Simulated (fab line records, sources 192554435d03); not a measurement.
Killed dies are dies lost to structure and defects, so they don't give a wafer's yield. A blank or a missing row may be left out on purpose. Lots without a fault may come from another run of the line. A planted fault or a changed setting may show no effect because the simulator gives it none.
One fault seen from 3 desks | flow n5_finfet | each desk has only its own numbers; what lay behind them comes last

THE TOOL OWNER'S DESK: wet_bench-03
The tool's own readings at N5_MOL_CONTACT_COAG_PRECLEAN_144 (cleans in alkaline clean, time 60 s): means of the sampled wafers that have a number, for each lot that ran on this tool. A lot is out of limits, marked OUT, if its mean lies more than 4 standard deviations from the usual mean; the brackets give that distance.
Columns: A = bath_guard_temp_C at N5_MOL_CONTACT_COAG_PRECLEAN_144, usual 59.9 C
lot  | first seen here | A
L587 | day 5 20:16     | 59.7
L588 | day 5 23:53     | 59.7
L589 | day 6 05:47     | 60.2
L598 | day 8 12:05     | 60.8
This desk's finding: nothing out of limits on any of the 4 lots.

THE METROLOGY DESK
What the gauges read, lot by lot, whatever tool the lot ran on: means of the sampled wafers that have a number. A lot is out of limits, marked OUT, if its mean lies more than 4 standard deviations from the usual mean; the brackets give that distance. Of its 10 readings 7 are shown: those that lie furthest out on some lot.
Columns: A = DIBL_N at N5_BEOL_M4_RC_MEAS_101, usual 36.0 mV/V; B = DIBL_P at N5_BEOL_M4_RC_MEAS_101, usual 36.3 mV/V; C = ION_N at N5_BEOL_M4_RC_MEAS_101, usual 673 uA/um; D = ION_P at N5_BEOL_M4_RC_MEAS_101, usual 461 uA/um; E = SS_P at N5_BEOL_M4_RC_MEAS_101, usual 73.2 mV/dec; F = VT_N at N5_BEOL_M4_RC_MEAS_101, usual 250 mV; G = VT_P at N5_BEOL_M4_RC_MEAS_101, usual -250.9 mV
lot  | first seen here | A    | B    | C   | D   | E    | F   | G
L587 | day 8 23:30     | 36.9 | 38.3 | 686 | 468 | 73.5 | 248 | -247.7
L588 | day 9 03:07     | 33.7 | 32.4 | 667 | 461 | 72.7 | 249 | -249.3
L589 | day 9 10:52     | 35.6 | 36.1 | 673 | 462 | 73.3 | 250 | -250.7
L595 | day 11 04:19    | 35.8 | 36.5 | 679 | 459 | 73.4 | 247 | -252.4
L598 | day 11 10:07    | 34.7 | 34.2 | 677 | 463 | 72.6 | 251 | -250.2
L599 | day 11 10:08    | 35.4 | 34.7 | 675 | 463 | 73.1 | 249 | -248.6
L602 | day 12 16:12    | 35.2 | 37.0 | 682 | 464 | 73.5 | 248 | -249.5
L606 | day 14 04:22    | 36.0 | 34.9 | 670 | 458 | 72.9 | 248 | -252.1
This desk's finding: nothing out of limits on any of the 8 lots.

THE DEFECT DESK
What the inspections along the route counted, lot by lot: means of the sampled wafers that have a number. A lot is out of limits, marked OUT, if its mean lies more than 4 standard deviations from the usual mean; the brackets give that distance.
Columns: A = raw_defect_count at N5_MOL_CONTACT_COAG_INSPECT_42, usual 192
lot  | first seen here | A
L587 | day 5 20:43     | 217
L588 | day 6 00:23     | 155
L589 | day 6 06:23     | 225
L595 | day 7 20:02     | 159
L598 | day 8 12:33     | 607 (+8.7) OUT
L599 | day 8 17:22     | 230
L602 | day 9 09:34     | 220
L606 | day 10 13:05    | 153
This desk's finding: out of limits on L598; first on L598, day 8 12:33 (raw_defect_count at N5_MOL_CONTACT_COAG_INSPECT_42). In limits: L587, L588, L589, L595, L599, L602, L606.

PUT TOGETHER
The defect desk could have raised an alarm at day 8 12:33, on L598.
The tool owner's desk saw nothing out of limits.
The metrology desk saw nothing out of limits.
The tool owner's desk has L598 on record, within its limits.
The metrology desk has L598 on record, within its limits.
Of the lots named, all ran N5_MOL_CONTACT_COAG_PRECLEAN_144 on wet_bench-03.

WHAT THE SIMULATOR HAD PUT IN
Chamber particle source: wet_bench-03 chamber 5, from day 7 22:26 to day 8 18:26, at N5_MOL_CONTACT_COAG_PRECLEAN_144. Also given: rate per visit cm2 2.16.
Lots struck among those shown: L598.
Hours from the fault's start to each desk's first reading out of limits: the defect desk, 14.
